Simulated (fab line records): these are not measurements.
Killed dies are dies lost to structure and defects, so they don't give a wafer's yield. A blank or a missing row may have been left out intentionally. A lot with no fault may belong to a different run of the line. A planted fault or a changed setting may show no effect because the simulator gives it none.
Struck lot and sound lot, side by side / flow n5 finfet / 36 steps out of a route of 1938
Sound: these wafers, L185.2, L185.5, L185.6. Wafers struck: L176.2, L176.5, L176.6. At the end, the cause is stated.
Per side, at each step with rows, come the tool, then ch with its chambers, and then its first start. Under that, the readings that differ: sound wafers / struck wafers / difference of the means / sigmas: that difference in standard deviations of wafers without a fault.
alike: readings whose means differ by less than 2 such deviations, and words and numbers that are the same on both sides. not compared: withheld readings, readings that some wafer has no value for, bounds like >300 that may hide the same value, and numbers for which the record gives no deviation and whose values overlap.
A row with sigmas, a row that says differs or no value, or rows on one side alone: a step with any of these is where the two part. Numbers that have no deviation but don't overlap get no sigmas and don't part them. Lack of a reading on every wafer of one side parts them only where that side has two or more wafers.

first, 9 steps without rows for these wafers: N5_BEOL_M4_ANNEAL_95 (time 240 s); N5_BEOL_M4_SPUTTER_96 (material Cu, target thk 4.5 nm, time 8.29 s); N5_BEOL_M4_ECD_50 (material Cu, target thk 300 nm); N5_BEOL_M4_ANNEAL_51 (time 90 s); N5_BEOL_M4_CMP_52 (polishes, stops on SiOC, t overpolish 6.8 s, target thk 40 nm); N5_BEOL_M4_PRE_CLEAN_60 (time 15 s); N5_BEOL_M4_CO_CAP_55 (material Co, precursor CCTBA/H2, target thk 2 nm, time 102.1 s); N5_BEOL_M4_PRE_CLEAN_56 (time 15 s); N5_BEOL_M4_DEP_57 (deposits SiCN from 3MS/NH3, target thk 8 nm, time 14 s).
N5_BEOL_M4_RC_MEAS_101:
  sound on prober-01 ch 0, day 12 06:28; struck on prober-02 ch 0, day 11 09:28
  alike: DIBL_N, DIBL_P, IOFF_N, IOFF_P, ION_N, ION_P, SS_N, SS_P, VT_N, VT_P
then, 24 steps without rows for these wafers: N5_BEOL_M5_ILD_DEP_00 (deposits SiCOH lowk from DEMS/porogen, target thk 140.64 nm, time 25.9 s); N5_BEOL_M5_CURE_79 (cures SiCOH lowk, time 240 s); N5_BEOL_M5_PECVD_70 (deposits SiO2 from TEOS/O2, target thk 16 nm, time 18 s); N5_BEOL_M5_HM_DEP_02 (deposits TiN, target thk 20 nm); N5_BEOL_M5_COAT_59 (time 60 s, resist thk 60 nm); N5_BEOL_M5_COAT_60 (time 60 s, resist thk 12 nm); N5_BEOL_M5_COAT_71 (time 60 s, resist thk 5 nm); N5_BEOL_M5_COAT_05 (resist thk 30 nm); N5_BEOL_M5_EBR_07; N5_BEOL_M5_SOFTBAKE_06 (time 60 s); N5_BEOL_M5_EXPOSE_08 (exposes mask M5, target cd 28 nm); N5_BEOL_M5_PEB_09 (peb time 60 s); N5_BEOL_M5_DEVELOP_10 (develop time 30 s); N5_BEOL_M5_DESCUM_16 (chemistry O2, time 7 s); N5_BEOL_M5_ETCH_72 (etches underlayer in N2/H2, target depth 6.5 nm, time 5.2 s); N5_BEOL_M5_ETCH_61 (etches SiARC in CF4, target depth 15.6 nm, time 26 s); N5_BEOL_M5_ETCH_62 (etches SOC in N2/H2, target depth 75 nm, overetch 15 nm, time 112.5 s); N5_BEOL_M5_STRIP_63 (strips in N2/H2); N5_BEOL_M5_STRIP_73 (strips in N2/H2); N5_BEOL_M5_STRIP_64 (strips in CF4); N5_BEOL_M5_HM_OPEN_17 (chemistry Cl2/BCl3, target TiN, target depth 20 nm, overetch 6 nm); N5_BEOL_M5_STRIP_19 (strips in O2); N5_BEOL_M5_COAT_65 (time 60 s, resist thk 60 nm); N5_BEOL_M5_COAT_66 (time 60 s, resist thk 12 nm).
N5_BEOL_M8_PECVD_70: deposits SiO2 from TEOS/O2, target thk 20 nm, time 22.7 s.
  sound on pecvd-03 ch 0,1,2, day 13 15:53; struck on pecvd-03 ch 0,2, day 12 18:07
  no value came back on the struck wafers for any of 6 readings (chamber pressure Torr (Torr), heater power outer w (W) and others); on the sound wafers chamber pressure Torr (Torr) reads 5.514 5.489 5.503
-- record jumps: 3 days separate the struck wafers' starts on either side; left off in module BEOL_M8, taken up again in module PASSIVATION, whose first shown step is the route's number 1936 --
N5_PASSIVATION_PROBE_49:
  sound on prober-02, day 16 22:09; struck on prober-02, day 15 20:37
reading=defect limited yield (%); sound=91.1 91.4 92.0; struck=62.9 60.8 64.7; difference=-28.7; sigmas=-24
reading=killed_at_M0_to_M3; sound=36 16 23; struck=43 55 39; difference=+21; sigmas=+2
reading=killed_at_M4_up; sound=13 9 11; struck=350 343 337; difference=+332; sigmas=+58
reading=killed dies; sound=105 101 94; struck=438 463 417; difference=+339; sigmas=+23
reading=killed on rim; sound=9 10 14; struck=70 67 18; difference=+41; sigmas=+11
reading=sort_bin_5_function (%); sound=5.3 4.7 5.1; struck=34.1 35.3 32.1; difference=+28.8; sigmas=+32
reading=sort n pass; sound=1075 1079 1086; struck=742 717 763; difference=-339; sigmas=-23
reading=sort yield pct (%); sound=91.1 91.4 92.0; struck=62.9 60.8 64.7; difference=-28.7; sigmas=-24
  alike: killed at contacts, killed at front end, killed at other, killed open, killed short, sort_bin_6_memory

## WHERE THEY PART
At N5_BEOL_M8_PECVD_70 first; at N5_PASSIVATION_PROBE_49 last (within this record only).

WHY: what had been put in by the simulator
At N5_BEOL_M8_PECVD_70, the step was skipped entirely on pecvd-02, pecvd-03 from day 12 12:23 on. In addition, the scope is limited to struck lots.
